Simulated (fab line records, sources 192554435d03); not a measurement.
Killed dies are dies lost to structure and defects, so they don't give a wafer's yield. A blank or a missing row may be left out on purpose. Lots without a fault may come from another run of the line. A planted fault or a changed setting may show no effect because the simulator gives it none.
Chamber matching | flow n5_finfet | N5_DUMMY_GATE_ETCH_32 on rie_si-03: 4 sister chambers
The step etches SiO2 in CF4, target depth 3.5 nm, time 3.9 s. 8 wafers are shown with their chamber, then 7 later ones without.

WAFERS WITH THEIR CHAMBER
wafer  | chamber | drypump_motor_current_A (A) | throttle_valve_pct (%)
L077.4 | 0       | 6.4                         | 22.05
L080.1 | 2       | 6.1                         | 21.75
L080.3 | 0       | 6.4                         | 22.05
L080.4 | 3       | 6.3                         | 21.96
L080.5 | 3       | 6.3                         | 21.96
L080.6 | 2       | 6.1                         | 21.76
L093.1 | 1       | 5.2                         | 21.48
L093.5 | 1       | 5.1                         | 21.47

WAFERS WITHOUT THEIR CHAMBER
wafer  | drypump_motor_current_A (A) | throttle_valve_pct (%)
L093.6 | 6.3                         | 21.98
L095.2 | 6.3                         | 21.98
L095.3 | 6.1                         | 21.77
L095.4 | 6.3                         | 21.97
L097.1 | 6.4                         | 21.97
L097.2 | 5.2                         | 21.49
L097.3 | 6.1                         | 21.76

WHICH CHAMBER EACH WENT THROUGH
wafer  | from the rows above | in truth
L093.6 | 3                   | 3
L095.2 | 3                   | 3
L095.3 | 2                   | 2
L095.4 | 3                   | 3
L097.1 | 3                   | 3
L097.2 | 1                   | 1
L097.3 | 2                   | 2
Placed correctly: 7 of 7. Can't be placed from these rows: 0. Placed wrongly: 0.
How it was worked out, from the rows above alone: a wafer's distance from a chamber is the root of the sum, over the readings, of the square of ((its reading less the chamber's mean) divided by the reading's scatter). The wafer belongs to the nearest chamber; if the next one is less than 2 further off, it can't be placed. A chamber's mean is the mean of its shown wafers. The scatter: the root of (the sum of the squares of (reading less its chamber's mean) over the shown wafers, divided by (wafers less chambers)).
